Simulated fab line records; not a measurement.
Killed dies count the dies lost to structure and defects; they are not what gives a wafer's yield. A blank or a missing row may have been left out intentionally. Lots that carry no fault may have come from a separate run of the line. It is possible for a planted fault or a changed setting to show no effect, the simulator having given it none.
fab line records | flow nand_harc
[record] lots = 13 wafers = 39 last_day = 33
route steps=1302 shown A_BONDPAD@1229 THIN_TSV@1267 END@1302
lots that met no fault: taken from a fault-free run of the same line
start_h: start of the lot's first displayed wafer, in hours after the record's first day | wait_h: time in hours since the lot's previous step | " identical to the entry in the row above | L1.1+2: one row covering several wafers at once | - either no value or no given start | * or withheld: withheld | < > ~ a bound
route shown NAME@n: NAME is a module with steps in the file, n the number in the route of the first one | usual: mean/standard deviation of fault-free wafers | same: alike in all rows | chamber/n: place in a boat | sites: readings site by site | _std_site: standard deviation across them | _edge_site: outer sites' mean less inner sites' | radius_mm: for every site, how far away it sits from the centre of the wafer | mask NAME#n: copy n | behind: the last tool/chamber to shape the wafer | hold: the reason the lot was held/the length of the hold in hours/how it ended | device: transistor that didn't switch, given as n, p or np | end of line: tests of these same wafers at the route's end | for a step that has no rows: nothing shown but its recipe | killed: count of dies lost to structure and defects at first sort (not the wafer's yield) | map: per-die view of a wafer (x killed, . not killed, _ where there is no die)
set.NAME: the setting as run; set.NAME@STEP: as run at that earlier step | model.NAME: the simulator's own value behind a step, which no gauge read
a sample of lots followed through the steps of the route, with each step as a table and each wafer as a row
services: the hour from which a tool's chamber was out of use, counted from the record's first day as start_h (under 0 if before that day), plus the number of hours and why
[[steps]]
[step NHARC_A_BONDPAD_ECD_18]
[recipe] target_thk_a = 4000 bath_temp_c = 25 material = Cu
// columns lot.wafer tool chamber start_h wait_h
L279.1+2+5 ecd_cu-01 0,1,0 553.95 -
L282.1+2+5 ecd_cu-02 1,0,1 569.01 -
L283.2+3+6 ecd_cu-01 0,0,1 583.23 -
L286.2+1+4 ecd_cu-02 0,1,1 607.68 -
L285.1+3+5 ecd_cu-01 1,0,0 611.68 -
L288.3+5+6 ecd_cu-01 1,1,0 624.15 -
L291.2+3+5 ecd_cu-01 0,1,1 654.89 -
L289.2+3+5 ecd_cu-01 1,0,0 656.72 -
L292.2+3+6 ecd_cu-01 1,0,1 660.71 -
L293.2+3+4 ecd_cu-02 1,1,0 668.62 -
L299.4+3+5 ecd_cu-02 0,1,1 739.49 -
L300.1+3+5 ecd_cu-01 1,1,0 744.88 -
L301.2+4+6 ecd_cu-02 1,1,0 750.41 -
[step NHARC_THIN_TSV_DEP_47]
[recipe] target_thk_a = 2000 temp_c = withheld pressure_torr = 6.5 rf_w = 900 teos_flow_sccm = 161.4 flow_sccm = 2650 target_thk_nm = 200 gas = O2 material = SiO2
[usual] throttle_valve_pct = 16.2/0.52
// columns lot.wafer tool chamber start_h wait_h throttle_valve_pct
L279.1 pecvd-04 0 571.48 - 16.5
L279.2 " 1 " " 15.6
L279.5 " 1 " " 15.7
L282.2 pecvd-03 2 584.38 - 15.7
L282.1 " 1 " " 16.9
L282.5 " 1 " " 16.6
L283.2 pecvd-03 0 601.77 - 16.7
L283.3 " 1 " " 16.8
L283.6 " 0 " " 16.8
L285.3 pecvd-03 2 625.65 - 15.4
L285.1 " 0 " " 16.8
L285.5 " 1 " " 17.0
L286.2 pecvd-03 0 626.81 - 16.7
L286.1 " 2 " " 15.9
L286.4 " 1 " " 17.1
L288.3 pecvd-03 1 639.44 - 16.8
L288.5 " 0 " " 16.7
L288.6 " 1 " " 16.7
L289.2 pecvd-03 2 670.25 - 15.7
L289.3 " 0 " " 16.7
L289.5 " 1 " " 17.1
L291.3 pecvd-04 2 671.35 - 16.3
L291.2 " 0 " " 16.8
L291.5 " 1 " " 15.7
L292.3 pecvd-04 1 676.10 - 15.8
L292.2 " 2 " " 16.2
L292.6 " 0 " " 16.5
L293.3 pecvd-02 0 683.80 - 15.8
L293.2 " 2 " " 16.3
L293.4 " 0 " " 15.5
L299.3 pecvd-03 1 760.02 - 16.0
L299.5 " 2 " " 15.3
L299.4 " 0 " " 16.2
L300.3 pecvd-03 2 761.33 - 15.6
L300.1 " 1 " " 15.7
L300.5 " 2 " " 15.3
L301.2 pecvd-03 1 765.77 - 16.0
L301.6 " 1 " " 16.2
L301.4 " 0 " " 16.3
[step NHARC_THIN_TSV_PRE_CLEAN_54]
[recipe] time_s = 30 temp_c = 280 gas = H2/He
[usual] heater_power_w = 429/44
[same] time_s = 30
// columns lot.wafer tool chamber start_h wait_h heater_power_w
L279.1 pvd_sputter-02 - 574.51 0.1 494
L279.2 " - " " 427
L279.5 " - " " 491
L282.2 pvd_sputter-01 - 587.40 0.1 479
L282.1 " - " " 466
L282.5 " - " " 434
L283.3 pvd_sputter-03 - 605.00 0.1 452
L283.2 " - " " 356
L283.6 " - " " 453
L285.3 pvd_sputter-02 - 628.65 0.1 473
L285.1 " - " " 499
L285.5 " - " " 420
L286.4 pvd_sputter-03 - 629.85 0.1 438
L286.1 " - " " 351
L286.2 " - " " 451
L288.3 pvd_sputter-03 - 642.41 0.1 447
L288.5 " - " " 446
L288.6 " - " " 364
L289.2 pvd_sputter-03 - 673.27 0.1 349
L289.3 " - " " 451
L289.5 " - " " 437
L291.3 pvd_sputter-01 - 674.32 0.1 439
L291.2 " - " " 468
L291.5 " - " " 469
L292.2 pvd_sputter-01 - 679.08 0.1 427
L292.3 " - " " 472
L292.6 " - " " 446
L293.2 pvd_sputter-02 - 686.83 0.1 450
L293.3 " - " " 490
L293.4 " - " " 449
L299.3 pvd_sputter-02 - 763.07 0.1 461
L299.4 " - " " 452
L299.5 " - " " 499
L300.3 pvd_sputter-03 - 764.34 0.1 464
L300.1 " - " " 367
L300.5 " - " " 379
L301.4 pvd_sputter-02 - 768.77 0.1 458
L301.2 " - " " 431
L301.6 " - " " 439
[step NHARC_THIN_TSV_DESCUM_35]
[recipe] time_s = 3 o2_flow_sccm = 200 ar_flow_sccm = 0 bias_power_w = 0 chemistry = O2
[usual] drypump_motor_current_A = 5.7/0.37 oes_product_au = 1.001/0.012 rf_vpp_V = 58.0/0.9 showerhead_plenum_p_Torr = 1.94/0.078 throttle_valve_pct = 11.311/0.0089
[same] time_s = 3
// columns lot.wafer tool chamber start_h wait_h drypump_motor_current_A oes_product_au rf_hours_counter_h rf_vpp_V showerhead_plenum_p_Torr throttle_valve_pct
L279.2 rie_diel-04 1 575.61 - 5.2 0.997 2.2 57.1 1.90 11.315
L279.1 " 0 " " 5.5 0.985 1.4 58.2 1.91 11.318
L279.5 " 1 " " 5.2 0.997 - 57.1 1.90 11.307
L282.1 rie_diel-13 1 588.70 - 5.8 0.994 3.7 58.3 1.89 11.299
L282.2 " 2 " " 5.4 0.993 3.4 58.2 2.05 11.316
L282.5 " 0 " " 5.2 0.999 - 56.5 1.95 11.314
L283.2 rie_diel-08 3 606.23 - 5.9 0.991 3.2 60.1 1.94 11.311
L283.3 " 0 " " 5.7 1.016 3.4 58.2 1.98 11.322
L283.6 " 2 " " 5.9 1.018 - 59.7 2.05 11.330
L285.1 rie_diel-13 1 629.73 - 5.7 0.988 4.5 57.9 1.89 11.316
L285.3 " 2 " " 5.4 0.988 4.2 59.7 2.05 11.317
L285.5 " 0 " " 5.2 1.011 - 57.6 1.95 11.319
L286.4 rie_diel-08 2 631.07 - 5.9 1.004 3.1 58.8 2.05 11.307
L286.1 " 0 " " 5.7 1.018 4.5 57.8 1.98 11.318
L286.2 " 1 " " 5.5 0.983 4.2 56.7 1.91 11.313
L288.3 rie_diel-08 2 643.68 - 5.9 1.011 3.8 58.8 2.05 11.320
L288.5 " 3 " " 5.9 1.008 - 58.0 1.94 11.312
L288.6 " 0 " " 5.7 1.002 - 56.9 1.98 11.314
L289.3 rie_diel-13 3 674.36 - 6.5 1.025 9.2 58.5 1.82 11.327
L289.2 " 0 " " 5.2 1.011 9.9 56.7 1.95 11.309
L289.5 " 3 " " 6.5 1.024 - 59.4 1.82 11.306
L291.3 rie_diel-13 0 675.54 - 5.2 0.994 9.9 59.0 1.95 11.310
L291.2 " 2 " " 5.4 0.984 7.8 57.6 2.05 11.333
L291.5 " 0 " " 5.2 0.997 - 56.6 1.95 11.307
L292.2 rie_diel-08 3 680.30 - 5.9 1.002 6.7 56.5 1.94 11.314
L292.3 " 0 " " 5.7 1.004 7.0 57.9 1.97 11.330
L292.6 " 3 " " 5.9 0.995 - 56.8 1.94 11.318
L293.4 rie_diel-08 1 687.93 - 5.6 0.973 6.5 57.4 1.91 11.314
L293.2 " 2 " " 5.9 1.009 5.6 58.6 2.05 11.307
L293.3 " 0 " " 5.7 0.998 7.1 57.6 1.97 11.315
L299.4 rie_diel-13 2 764.29 - 5.4 1.008 3.5 58.4 2.05 11.310
L299.3 " 0 " " 5.2 1.003 4.3 57.3 1.95 11.324
L299.5 " 2 " " 5.4 1.012 - 59.9 2.05 11.300
L300.3 rie_diel-13 0 765.56 - 5.3 1.002 4.3 56.3 1.95 11.301
L300.1 " 2 " " 5.4 0.999 3.6 58.1 2.05 11.310
L300.5 " 1 " " 5.7 1.010 - 58.2 1.89 11.322
L301.4 rie_diel-13 1 770.01 - 5.8 0.997 3.7 57.7 1.89 11.314
L301.2 " 2 " " 5.4 1.001 3.7 59.2 2.05 11.301
L301.6 " 3 " " 6.5 1.009 - 57.2 1.81 11.319
[step NHARC_END_SORT_01]
[recipe] temp_c = 25
[usual] defect_limited_yield = 91/3 killed_at_array = 59/20 killed_at_other = 0.8/1 killed_at_periphery = 3.2/2.1 killed_dies = 63/21 killed_open = 3.0/1.9 killed_short = 2.3/1.5
[same] gross_dies = 677
// columns lot.wafer tool chamber start_h wait_h defect_limited_yield[%] killed_at_array killed_at_other killed_at_periphery killed_dies killed_open killed_short
L286.1 prober-02 0 637.52 2.5 88 74 0 4 78 3 0
L286.2 prober-02 0 638.31 2.8 89 74 0 2 76 3 1
L286.4 prober-02 0 639.89 3.4 88 75 0 6 81 2 4
L289.2 prober-01 0 686.67 2.8 24 513 0 4 517 2 2
L289.3 prober-01 0 687.46 3.1 21 530 0 2 532 2 0
L289.5 prober-01 0 689.05 3.7 20 539 1 4 544 2 1
L291.2 prober-01 0 694.47 2.8 91 59 0 3 62 2 0
L291.5 prober-01 0 696.86 3.7 90 70 0 0 70 0 2
L292.2 prober-01 0 702.23 2.8 21 528 0 5 533 5 1
L292.3 prober-01 0 703.04 3.1 23 518 0 3 521 1 2
L292.6 prober-01 0 705.45 4.0 22 526 0 5 531 2 0
// killed by level:class
L286.1 A_SLIT:chamber_film_flake=36 A_CHANNEL_HOLE_D2:chamber_film_flake=19 A_STAIRCASE:chamber_film_flake=5 A_CHANNEL_HOLE_D1:chamber_film_flake=4 P_M2:chamber_film_flake=2 A_ZERO_WELL:chamber_film_flake=2 A_CONTACT:chamber_film_flake=2 A_ONON_D1:geometric_particle:open=1
L286.2 A_SLIT:chamber_film_flake=35 A_CHANNEL_HOLE_D2:chamber_film_flake=29 A_CONTACT:chamber_film_flake=3 A_CHANNEL_FILL_D1:geometric_particle:open=2 A_CHANNEL_HOLE_D1:chamber_film_flake=2 A_CHANNEL_HOLE_D2:geometric_particle:open=1 A_M0:geometric_particle:short=1 P_ZERO_WELL:chamber_film_flake=1
L286.4 A_CHANNEL_HOLE_D2:chamber_film_flake=30 A_SLIT:chamber_film_flake=28 A_STAIRCASE:chamber_film_flake=5 A_CHANNEL_HOLE_D1:chamber_film_flake=4 P_ZERO_WELL:chamber_film_flake=3 A_CHANNEL_FILL_D2:chamber_film_flake=3 P_GATE:geometric_particle:open=1 P_CONTACT:geometric_particle:short=1
L289.2 A_BONDPAD:unspecified=472 A_SLIT:chamber_film_flake=18 A_CONTACT:chamber_film_flake=6 A_STAIRCASE:chamber_film_flake=4 A_CHANNEL_HOLE_D1:chamber_film_flake=3 A_CHANNEL_FILL_D2:chamber_film_flake=2 A_SGD_CUT:chamber_film_flake=2 A_ONON_D1:geometric_particle:open=1
L289.3 A_BONDPAD:unspecified=502 A_SLIT:chamber_film_flake=18 A_CHANNEL_HOLE_D1:chamber_film_flake=3 P_CONTACT:chamber_film_flake=2 A_STAIRCASE:chamber_film_flake=2 A_CONTACT:chamber_film_flake=2 A_SGD_CUT:geometric_particle:open=1 A_BLC:geometric_particle:open=1
L289.5 A_BONDPAD:unspecified=515 A_SLIT:chamber_film_flake=13 A_CHANNEL_HOLE_D1:chamber_film_flake=3 A_SGD_CUT:chamber_film_flake=3 A_CONTACT:chamber_film_flake=3 P_CONTACT:geometric_particle:open=1 A_ONON_D1:geometric_particle:short=1 STARTING-WAFER:geometric_particle:open=1
L291.2 A_CHANNEL_HOLE_D1:chamber_film_flake=21 A_CHANNEL_HOLE_D2:chamber_film_flake=16 A_CONTACT:chamber_film_flake=10 A_CHANNEL_FILL_D2:chamber_film_flake=5 A_STAIRCASE:chamber_film_flake=3 P_CONTACT:geometric_particle:open=1 A_M0:geometric_particle:open=1 P_ZERO_WELL:chamber_film_flake=1
L291.5 A_CHANNEL_HOLE_D1:chamber_film_flake=27 A_CHANNEL_HOLE_D2:chamber_film_flake=25 A_CONTACT:chamber_film_flake=6 A_STAIRCASE:chamber_film_flake=3 A_ZERO_WELL:chamber_film_flake=2 A_SLIT:chamber_film_flake=2 A_CHANNEL_FILL_D2:chamber_film_flake=2 A_CHANNEL_FILL_D1:geometric_particle:short=1
L292.2 A_BONDPAD:unspecified=492 A_CHANNEL_HOLE_D2:chamber_film_flake=17 A_CHANNEL_HOLE_D1:chamber_film_flake=13 P_CONTACT:geometric_particle:open=2 A_WL_FILL:geometric_particle:open=2 P_GATE:chamber_film_flake=2 A_CONTACT:chamber_film_flake=2 P_CONTACT:geometric_particle:short=1
L292.3 A_BONDPAD:unspecified=476 A_CHANNEL_HOLE_D1:chamber_film_flake=18 A_CHANNEL_HOLE_D2:chamber_film_flake=13 A_SLIT:chamber_film_flake=3 A_CHANNEL_FILL_D1:chamber_film_flake=2 A_SOURCE_PLATE:geometric_particle:open=1 A_ONON_D1:geometric_particle:short=1 A_CHANNEL_HOLE_D2:geometric_particle:short=1
L292.6 A_BONDPAD:unspecified=489 A_CHANNEL_HOLE_D1:chamber_film_flake=17 A_CHANNEL_HOLE_D2:chamber_film_flake=11 A_CONTACT:chamber_film_flake=4 P_GATE:chamber_film_flake=2 P_BONDPAD:chamber_film_flake=2 A_CHANNEL_FILL_D2:chamber_film_flake=2 P_M0:geometric_particle:open=1
[[services]]
// columns tool chamber start_h hours kind
pecvd-03 1 535.16 18.3 repair
rie_diel-08 - 544.80 9.0 pm
pecvd-03 - 547.39 13.0 pm
rie_diel-08 1 556.27 8.8 repair
rie_diel-08 2 560.38 10.7 repair
pvd_sputter-03 - 563.29 2.8 repair
rie_diel-08 0 587.32 3.5 repair
ecd_cu-02 - 596.55 8.0 pm
rie_diel-13 2 601.19 1.8 repair
pecvd-03 2 617.43 4.6 repair
rie_diel-08 0 628.13 2.9 repair
pvd_sputter-02 - 641.98 10.0 pm
ecd_cu-01 - 649.82 2.0 repair
rie_diel-08 1 662.45 3.9 repair
rie_diel-13 - 666.35 0.9 repair
rie_diel-08 - 678.96 0.9 repair
pecvd-03 - 688.90 1.5 repair
ecd_cu-01 - 695.21 8.0 pm
rie_diel-13 - 696.00 9.0 pm
pvd_sputter-03 - 704.00 10.0 pm
pvd_sputter-02 - 714.70 1.2 repair
rie_diel-08 1 718.73 14.0 repair
rie_diel-08 - 721.80 9.0 pm
pecvd-03 - 728.39 13.0 pm
[[key]]
[first_sign] step = NHARC_END_SORT_01 reading = killed_at_array direction = up sigmas = 23 usual = 59 struck = 526
[effect] step = NHARC_END_SORT_01 reading = defect_limited_yield direction = down sigmas = 23 usual = 91 struck = 22
[more_kills_born_at] NHARC_A_BONDPAD_ECD_18@ecd_cu-01 = 2946
met_at NHARC_A_BONDPAD_ECD_18
struck_lots L289,L292
not_acting_at NHARC_THIN_TSV_DEP_47,NHARC_THIN_TSV_PRE_CLEAN_54,NHARC_THIN_TSV_DESCUM_35
onset_between 654.89 656.72
[fault] kind = chamber_particle_source tool = ecd_cu-01 chamber = - onset_h = 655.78 steps = NHARC_A_BONDPAD_ECD_18 rate_per_visit_cm2 = 1.5644 end_h = 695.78
